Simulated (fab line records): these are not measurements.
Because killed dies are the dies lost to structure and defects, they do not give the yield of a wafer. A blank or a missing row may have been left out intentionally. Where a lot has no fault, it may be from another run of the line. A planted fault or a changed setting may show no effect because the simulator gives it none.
Split-lot experiment + flow n5_finfet + 21 wafers read across 7 lots, on a route 1938 steps long

ABOUT THE SPLIT
At N5_SD_EPI_P_COAT_35 (time 60 s, resist thk 35 nm), the setting spin_rpm was moved away from the recipe's 1500 rpm on 7 of the 21 wafers read, by -9.1% to +8.8%. For the rest of the wafers, this setting stayed at what the recipe calls for.

FROM THE SPLIT TO THE READING: what the file shows between them, 3 steps
- N5_SD_EPI_P_COAT_03: resist thk 150 nm
- N5_SD_EPI_P_EBR_05
- N5_SD_EPI_P_DESCUM_14: chemistry O2, time 7.9 s

THE READING
CAR-ArF-block_of_SD_EPI_P_COAT_03.thk_nm (the simulator's own value, which no gauge read), in nm, at N5_SD_EPI_P_ETCH_36 (etches SiARC in CF4, target depth 45.5 nm, time 75.8 s). The file gives no usual value for it. Across the 14 wafers here that went through the recipe, the average is 110.9 nm and the standard deviation 0.41 nm.

| wafer  | tool, chamber at the split | spin_rpm as run, rpm | against the recipe | CAR-ArF-block_of_SD_EPI_P_COAT_03.thk_nm, nm | against lot-mates on the recipe |
|--------|----------------------------|----------------------|--------------------|----------------------------------------------|---------------------------------|
| L074.2 | litho_track-03, 0          | 1500                 | recipe             | 110.8                                        | -                               |
| L074.3 | litho_track-03, 0          | 1500                 | recipe             | 110.6                                        | -                               |
| L074.4 | litho_track-03, 0          | 1445                 | -3.7%              | 110                                          | -0.7                            |
| L078.2 | litho_track-03, 0          | 1632                 | +8.8%              | 111.8                                        | +0.8                            |
| L078.3 | litho_track-03, 0          | 1500                 | recipe             | 111                                          | -                               |
| L078.5 | litho_track-03, 0          | 1632                 | +8.8%              | 111.8                                        | +0.8                            |
| L081.1 | litho_track-04, 0          | 1500                 | recipe             | 111.8                                        | -                               |
| L081.3 | litho_track-04, 0          | 1364                 | -9.1%              | 110.4                                        | -1.3                            |
| L081.4 | litho_track-04, 0          | 1500                 | recipe             | 111.6                                        | -                               |
| L084.1 | litho_track-03, 0          | 1500                 | recipe             | 110.4                                        | -                               |
| L084.2 | litho_track-03, 0          | 1404                 | -6.4%              | 110                                          | -0.8                            |
| L084.6 | litho_track-03, 0          | 1500                 | recipe             | 111.2                                        | -                               |
| L089.2 | litho_track-03, 0          | 1500                 | recipe             | 111.2                                        | -                               |
| L089.4 | litho_track-03, 0          | 1500                 | recipe             | 111.2                                        | -                               |
| L089.6 | litho_track-03, 0          | 1500                 | recipe             | 110.8                                        | -                               |
| L091.2 | litho_track-03, 0          | 1500                 | recipe             | 111                                          | -                               |
| L091.3 | litho_track-03, 0          | 1598                 | +6.5%              | 112                                          | +1.0                            |
| L091.5 | litho_track-03, 0          | 1598                 | +6.5%              | 112.4                                        | +1.4                            |
| L097.1 | litho_track-02, 0          | 1500                 | recipe             | 110.6                                        | -                               |
| L097.4 | litho_track-02, 0          | 1500                 | recipe             | 110.6                                        | -                               |
| L097.5 | litho_track-02, 0          | 1500                 | recipe             | 110.4                                        | -                               |

THE FIT
A straight line over all 21 wafers: CAR-ArF-block_of_SD_EPI_P_COAT_03.thk_nm changes by +0.121 nm for each +1% of spin_rpm; r = +0.78; the points scatter about the line by 0.43 nm.
The same after taking each lot's own level away (the mean of its wafers on the recipe; 21 wafers): +0.131 nm for each +1%; r = +0.92; scatter 0.24 nm.
According to that fit, moving spin_rpm by its largest amount changes the reading by 1.2 nm.
From 110.53 to 111.70 nm: that is the span of the lots' own levels, equal to 2.8 times the standard deviation above.
So the lot-to-lot level blurs the effect unless lot-mates are compared.
Check: -1.16 nm against its lot-mates is what the line predicts for one of the wafers moved furthest among these (-9.1%) when that wafer is left out of the fit. It came out at -1.3 nm against them.

FURTHER SPLITS ON THESE WAFERS
Before the reading, these wafers also passed through other splits. Each is held against what the fit with the lots' levels taken away leaves over:
| other split on the same wafers  | wafers away from the commonest value | r with CAR-ArF-block_of_SD_EPI_P_COAT_03.thk_nm (lot level and that fit taken away) |
|---------------------------------|--------------------------------------|-------------------------------------------------------------------------------------|
| N5_DUMMY_GATE_EXPOSE_12 dose_mj | 10                                   | -0.10                                                                               |

THE WHOLE CHAIN: every reading that the file lists as answering this split, in the file's order
| step                | what it does                                           | reading                                                                                   | change (the file's fit)               | r (the file's) |
|---------------------|--------------------------------------------------------|-------------------------------------------------------------------------------------------|---------------------------------------|----------------|
| N5_SD_EPI_P_COAT_35 | time 60 s, resist thk 35 nm                            | SiARC_of_SD_EPI_P_COAT_35.thk_nm (the simulator's own value, which no gauge read)         | -0.177 nm for each +1% of the setting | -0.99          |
| N5_SD_EPI_P_ETCH_36 | etches SiARC in CF4, target depth 45.5 nm, time 75.8 s | etch.depth_nm (the simulator's own value, which no gauge read)                            | -0.17 nm for each +1% of the setting  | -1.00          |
| N5_SD_EPI_P_ETCH_36 | etches SiARC in CF4, target depth 45.5 nm, time 75.8 s | CAR-ArF-block_of_SD_EPI_P_COAT_03.thk_nm (the simulator's own value, which no gauge read) | +0.134 nm for each +1% of the setting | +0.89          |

THE FILE'S OWN FIT
CAR-ArF-block_of_SD_EPI_P_COAT_03.thk_nm changes by +0.134 nm for each +1% of spin_rpm, r = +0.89.
